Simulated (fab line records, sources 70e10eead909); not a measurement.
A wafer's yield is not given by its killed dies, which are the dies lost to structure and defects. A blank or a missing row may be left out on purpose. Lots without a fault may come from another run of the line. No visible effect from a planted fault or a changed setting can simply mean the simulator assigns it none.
Which tool is to blame? :: flow nand_harc :: 24 lots, 72 wafers sampled, at 5 steps of a route of 1159

== WHAT EACH GAUGE READ, for each wafer ==
NHARC_A_CONTACT_CD_MEAS_42: the cd target is 200 nm. Usual: cd_nm reads 200.1 nm (standard deviation 0.56).
lot: L077
measured: day 16 12:28
on: cd_sem-02
cd_nm (nm): 200.7 200.4 201.1
flag: 

lot: L074
measured: day 16 17:13
on: cd_sem-02
cd_nm (nm): 199.9 200.3 200.3
flag: 

lot: L075
measured: day 16 19:42
on: cd_sem-01
cd_nm (nm): 199.7 200.9 200.7
flag: 

lot: L079
measured: day 16 21:11
on: cd_sem-03
cd_nm (nm): 198.6 200.1 199.9
flag: 

lot: L076
measured: day 17 00:08
on: cd_sem-02
cd_nm (nm): 199.6 199.7 199.2
flag: 

lot: L078
measured: day 17 02:29
on: cd_sem-03
cd_nm (nm): 200.5 200.5 200.3
flag: 

lot: L080
measured: day 17 11:38
on: cd_sem-01
cd_nm (nm): 199.6 199.6 199.2
flag: 

lot: L081
measured: day 18 00:14
on: cd_sem-02
cd_nm (nm): 200.7 201.7 201.4
flag: 

lot: L083
measured: day 18 00:35
on: cd_sem-02
cd_nm (nm): 199.7 199.9 200.2
flag: 

lot: L082
measured: day 18 05:40
on: cd_sem-02
cd_nm (nm): 199.8 199.4 199.9
flag: 

lot: L085
measured: day 18 17:05
on: cd_sem-03
cd_nm (nm): 200.1 199.2 198.7
flag: 

lot: L084
measured: day 18 17:34
on: cd_sem-02
cd_nm (nm): 199.9 200.1 199.9
flag: 

lot: L087
measured: day 19 03:35
on: cd_sem-01
cd_nm (nm): 200.4 199.7 200.2
flag: 

lot: L086
measured: day 19 04:03
on: cd_sem-03
cd_nm (nm): 200.4 200.1 200.3
flag: 

lot: L090
measured: day 19 23:41
on: cd_sem-01
cd_nm (nm): 200.5 200.7 200.0
flag: 

lot: L089
measured: day 20 00:12
on: cd_sem-01
cd_nm (nm): 199.9 200.1 200.3
flag: 

lot: L088
measured: day 20 11:26
on: cd_sem-02
cd_nm (nm): 200.1 200.3 200.4
flag: 

lot: L091
measured: day 20 12:32
on: cd_sem-03
cd_nm (nm): 200.3 200.9 200.7
flag: 

lot: L092
measured: day 20 16:44
on: cd_sem-03
cd_nm (nm): 200.6 201.3 201.0
flag: 

lot: L093
measured: day 20 16:53
on: cd_sem-02
cd_nm (nm): 200.0 200.7 199.7
flag: 

lot: L096
measured: day 21 16:55
on: cd_sem-01
cd_nm (nm): 199.8 199.5 200.3
flag: 

lot: L094
measured: day 21 18:13
on: cd_sem-01
cd_nm (nm): 200.1 201.2 200.5
flag: 

lot: L095
measured: day 21 21:04
on: cd_sem-03
cd_nm (nm): 199.5 200.2 200.0
flag: 

lot: L097
measured: day 21 23:19
on: cd_sem-03
cd_nm (nm): 200.4 200.3 200.1
flag: 

NHARC_A_CONTACT_CD_MEAS_53. Usual: cd_nm reads 189.6 nm (standard deviation 0.85).
lot: L077
measured: day 16 16:44
on: cd_sem-03
cd_nm (nm): 190.9 191.0 189.8
flag: 

lot: L074
measured: day 16 20:46
on: cd_sem-01
cd_nm (nm): 189.0 188.6 188.3
flag: 

lot: L075
measured: day 16 23:13
on: cd_sem-01
cd_nm (nm): 189.5 188.4 188.9
flag: 

lot: L079
measured: day 17 00:40
on: cd_sem-03
cd_nm (nm): 190.0 190.3 190.7
flag: 

lot: L076
measured: day 17 03:45
on: cd_sem-02
cd_nm (nm): 189.4 188.2 189.0
flag: 

lot: L078
measured: day 17 06:02
on: cd_sem-03
cd_nm (nm): 189.5 189.3 189.6
flag: 

lot: L080
measured: day 17 16:03
on: cd_sem-02
cd_nm (nm): 190.1 190.5 190.4
flag: 

lot: L081
measured: day 18 03:59
on: cd_sem-02
cd_nm (nm): 189.3 190.2 190.5
flag: 

lot: L083
measured: day 18 04:10
on: cd_sem-02
cd_nm (nm): 190.9 190.6 190.9
flag: 

lot: L082
measured: day 18 09:13
on: cd_sem-01
cd_nm (nm): 189.9 190.3 190.4
flag: 

lot: L085
measured: day 18 20:43
on: cd_sem-03
cd_nm (nm): 190.9 190.4 190.8
flag: 

lot: L084
measured: day 18 21:02
on: cd_sem-02
cd_nm (nm): 187.7 187.8 187.1
flag: 

lot: L087
measured: day 19 07:08
on: cd_sem-01
cd_nm (nm): 189.9 189.9 190.3
flag: 

lot: L086
measured: day 19 08:29
on: cd_sem-01
cd_nm (nm): 190.3 190.3 190.5
flag: 

lot: L090
measured: day 20 03:40
on: cd_sem-01
cd_nm (nm): 189.6 188.8 189.2
flag: 

lot: L089
measured: day 20 03:44
on: cd_sem-03
cd_nm (nm): 189.7 189.7 189.6
flag: 

lot: L088
measured: day 20 14:59
on: cd_sem-03
cd_nm (nm): 189.1 189.7 189.3
flag: 

lot: L091
measured: day 20 16:04
on: cd_sem-01
cd_nm (nm): 189.7 189.3 189.7
flag: 

lot: L092
measured: day 20 21:11
on: cd_sem-03
cd_nm (nm): 190.0 190.0 190.6
flag: 

lot: L093
measured: day 20 20:23
on: cd_sem-01
cd_nm (nm): 189.7 189.8 189.9
flag: 

lot: L096
measured: day 21 20:22
on: cd_sem-01
cd_nm (nm): 189.4 189.4 190.0
flag: 

lot: L094
measured: day 21 21:41
on: cd_sem-02
cd_nm (nm): 188.5 187.5 188.5
flag: 

lot: L095
measured: day 22 00:53
on: cd_sem-01
cd_nm (nm): 189.4 189.1 189.9
flag: 

lot: L097
measured: day 22 02:47
on: cd_sem-03
cd_nm (nm): 189.1 189.5 189.4
flag: 

== WHAT TOOL EACH LOT RAN ON (gives the tool, then ch and the chambers of the sampled wafers, and finally the start) ==
lot: L077
NHARC_A_CONTACT_ETCH_118: har_cap_etch-03 ch 0,1, day 16 15:29
NHARC_A_CONTACT_ETCH_119: har_cap_etch-03 ch 0,1, day 16 15:35
NHARC_A_CONTACT_ETCH_120: har_cap_etch-03 ch 0,1, day 16 15:40

lot: L074
NHARC_A_CONTACT_ETCH_118: har_cap_etch-01 ch 0,1, day 16 19:29
NHARC_A_CONTACT_ETCH_119: har_cap_etch-01 ch 0,1, day 16 19:35
NHARC_A_CONTACT_ETCH_120: har_cap_etch-01 ch 0,1, day 16 19:40

lot: L075
NHARC_A_CONTACT_ETCH_118: har_cap_etch-02 ch 1, day 16 21:56
NHARC_A_CONTACT_ETCH_119: har_cap_etch-02 ch 1, day 16 22:02
NHARC_A_CONTACT_ETCH_120: har_cap_etch-02 ch 1, day 16 22:07

lot: L079
NHARC_A_CONTACT_ETCH_118: har_cap_etch-01 ch 0,1, day 16 23:25
NHARC_A_CONTACT_ETCH_119: har_cap_etch-01 ch 0,1, day 16 23:30
NHARC_A_CONTACT_ETCH_120: har_cap_etch-01 ch 0,1, day 16 23:35

lot: L076
NHARC_A_CONTACT_ETCH_118: har_cap_etch-01 ch 0,1, day 17 02:23
NHARC_A_CONTACT_ETCH_119: har_cap_etch-01 ch 0,1, day 17 02:28
NHARC_A_CONTACT_ETCH_120: har_cap_etch-01 ch 0,1, day 17 02:34

lot: L078
NHARC_A_CONTACT_ETCH_118: har_cap_etch-03 ch 1, day 17 04:46
NHARC_A_CONTACT_ETCH_119: har_cap_etch-03 ch 1, day 17 04:51
NHARC_A_CONTACT_ETCH_120: har_cap_etch-03 ch 1, day 17 04:56

lot: L080
NHARC_A_CONTACT_ETCH_118: har_cap_etch-03 ch 0,1, day 17 14:35
NHARC_A_CONTACT_ETCH_119: har_cap_etch-03 ch 0,1, day 17 14:40
NHARC_A_CONTACT_ETCH_120: har_cap_etch-03 ch 0,1, day 17 14:46

lot: L081
NHARC_A_CONTACT_ETCH_118: har_cap_etch-01 ch 0,1, day 18 02:30
NHARC_A_CONTACT_ETCH_119: har_cap_etch-01 ch 0,1, day 18 02:35
NHARC_A_CONTACT_ETCH_120: har_cap_etch-01 ch 0,1, day 18 02:41

lot: L083
NHARC_A_CONTACT_ETCH_118: har_cap_etch-03 ch 0,1, day 18 02:49
NHARC_A_CONTACT_ETCH_119: har_cap_etch-03 ch 0,1, day 18 02:55
NHARC_A_CONTACT_ETCH_120: har_cap_etch-03 ch 0,1, day 18 03:00

lot: L082
NHARC_A_CONTACT_ETCH_118: har_cap_etch-01 ch 0,1, day 18 07:52
NHARC_A_CONTACT_ETCH_119: har_cap_etch-01 ch 0,1, day 18 07:58
NHARC_A_CONTACT_ETCH_120: har_cap_etch-01 ch 0,1, day 18 08:04

lot: L085
NHARC_A_CONTACT_ETCH_118: har_cap_etch-01 ch 0,1, day 18 19:27
NHARC_A_CONTACT_ETCH_119: har_cap_etch-01 ch 0,1, day 18 19:33
NHARC_A_CONTACT_ETCH_120: har_cap_etch-01 ch 0,1, day 18 19:38

lot: L084
NHARC_A_CONTACT_ETCH_118: har_cap_etch-03 ch 0, day 18 19:46
NHARC_A_CONTACT_ETCH_119: har_cap_etch-03 ch 0, day 18 19:51
NHARC_A_CONTACT_ETCH_120: har_cap_etch-03 ch 0, day 18 19:57

lot: L087
NHARC_A_CONTACT_ETCH_118: har_cap_etch-02 ch 0,1, day 19 05:52
NHARC_A_CONTACT_ETCH_119: har_cap_etch-02 ch 0,1, day 19 05:57
NHARC_A_CONTACT_ETCH_120: har_cap_etch-02 ch 0,1, day 19 06:02

lot: L086
NHARC_A_CONTACT_ETCH_118: har_cap_etch-01 ch 0,1, day 19 06:58
NHARC_A_CONTACT_ETCH_119: har_cap_etch-01 ch 0,1, day 19 07:05
NHARC_A_CONTACT_ETCH_120: har_cap_etch-01 ch 0,1, day 19 07:12

lot: L090
NHARC_A_CONTACT_ETCH_118: har_cap_etch-03 ch 0,1, day 20 02:07
NHARC_A_CONTACT_ETCH_119: har_cap_etch-03 ch 0,1, day 20 02:14
NHARC_A_CONTACT_ETCH_120: har_cap_etch-03 ch 0,1, day 20 02:22

lot: L089
NHARC_A_CONTACT_ETCH_118: har_cap_etch-02 ch 0,1, day 20 02:25
NHARC_A_CONTACT_ETCH_119: har_cap_etch-02 ch 0,1, day 20 02:30
NHARC_A_CONTACT_ETCH_120: har_cap_etch-02 ch 0,1, day 20 02:35

lot: L088
NHARC_A_CONTACT_ETCH_118: har_cap_etch-02 ch 0,1, day 20 13:41
NHARC_A_CONTACT_ETCH_119: har_cap_etch-02 ch 0,1, day 20 13:46
NHARC_A_CONTACT_ETCH_120: har_cap_etch-02 ch 0,1, day 20 13:52

lot: L091
NHARC_A_CONTACT_ETCH_118: har_cap_etch-01 ch 0,1, day 20 14:49
NHARC_A_CONTACT_ETCH_119: har_cap_etch-01 ch 0,1, day 20 14:55
NHARC_A_CONTACT_ETCH_120: har_cap_etch-01 ch 0,1, day 20 15:00

lot: L092
NHARC_A_CONTACT_ETCH_118: har_cap_etch-03 ch 0,1, day 20 19:55
NHARC_A_CONTACT_ETCH_119: har_cap_etch-03 ch 0,1, day 20 20:01
NHARC_A_CONTACT_ETCH_120: har_cap_etch-03 ch 0,1, day 20 20:07

lot: L093
NHARC_A_CONTACT_ETCH_118: har_cap_etch-01 ch 0,1, day 20 19:08
NHARC_A_CONTACT_ETCH_119: har_cap_etch-01 ch 0,1, day 20 19:14
NHARC_A_CONTACT_ETCH_120: har_cap_etch-01 ch 0,1, day 20 19:20

lot: L096
NHARC_A_CONTACT_ETCH_118: har_cap_etch-03 ch 0,1, day 21 19:07
NHARC_A_CONTACT_ETCH_119: har_cap_etch-03 ch 0,1, day 21 19:12
NHARC_A_CONTACT_ETCH_120: har_cap_etch-03 ch 0,1, day 21 19:17

lot: L094
NHARC_A_CONTACT_ETCH_118: har_cap_etch-02 ch 0,1, day 21 20:25
NHARC_A_CONTACT_ETCH_119: har_cap_etch-02 ch 0,1, day 21 20:31
NHARC_A_CONTACT_ETCH_120: har_cap_etch-02 ch 0,1, day 21 20:36

lot: L095
NHARC_A_CONTACT_ETCH_118: har_cap_etch-01 ch 0,1, day 21 23:39
NHARC_A_CONTACT_ETCH_119: har_cap_etch-01 ch 0,1, day 21 23:44
NHARC_A_CONTACT_ETCH_120: har_cap_etch-01 ch 0,1, day 21 23:50

lot: L097
NHARC_A_CONTACT_ETCH_118: har_cap_etch-03 ch 0,1, day 22 01:32
NHARC_A_CONTACT_ETCH_119: har_cap_etch-03 ch 0,1, day 22 01:38
NHARC_A_CONTACT_ETCH_120: har_cap_etch-03 ch 0,1, day 22 01:43
- NHARC_A_CONTACT_ETCH_118: etches the open film in C4F8/O2/Ar, time 94 s, target depth 922 nm.
- NHARC_A_CONTACT_ETCH_119: etches the open film in C4F8/O2/Ar, time 94 s, target depth 922 nm.
- NHARC_A_CONTACT_ETCH_120: etches the open film in C4F8/O2/Ar, time 94 s, target depth 922 nm.

== AS READ BY THE TOOLS THEMSELVES (means over the sampled wafers that have a number; for cases with no such wafer, the mark the record gives instead) ==
The record holds no such reading with a usual standard deviation.

== THE ANSWER, worked out from the rows above alone ==
Rule: a lot counts as off when the mean over its wafers that have a number is more than 3 standard deviations away from the usual mean. A lot without any number at a reading at which 4 lots or more have one is off too. The other lots that the step has rows for count as sound. The gauges are gone through in route order, then the tools' own readings, and for those a lot's mean is taken as printed above. At the first step where some lot is off, the reading lying furthest off is the one used; lots without a number count as furthest.
Nothing can be told from this: no lot is off at any reading shown.

== WHAT THE SIMULATOR HAD INSERTED ==
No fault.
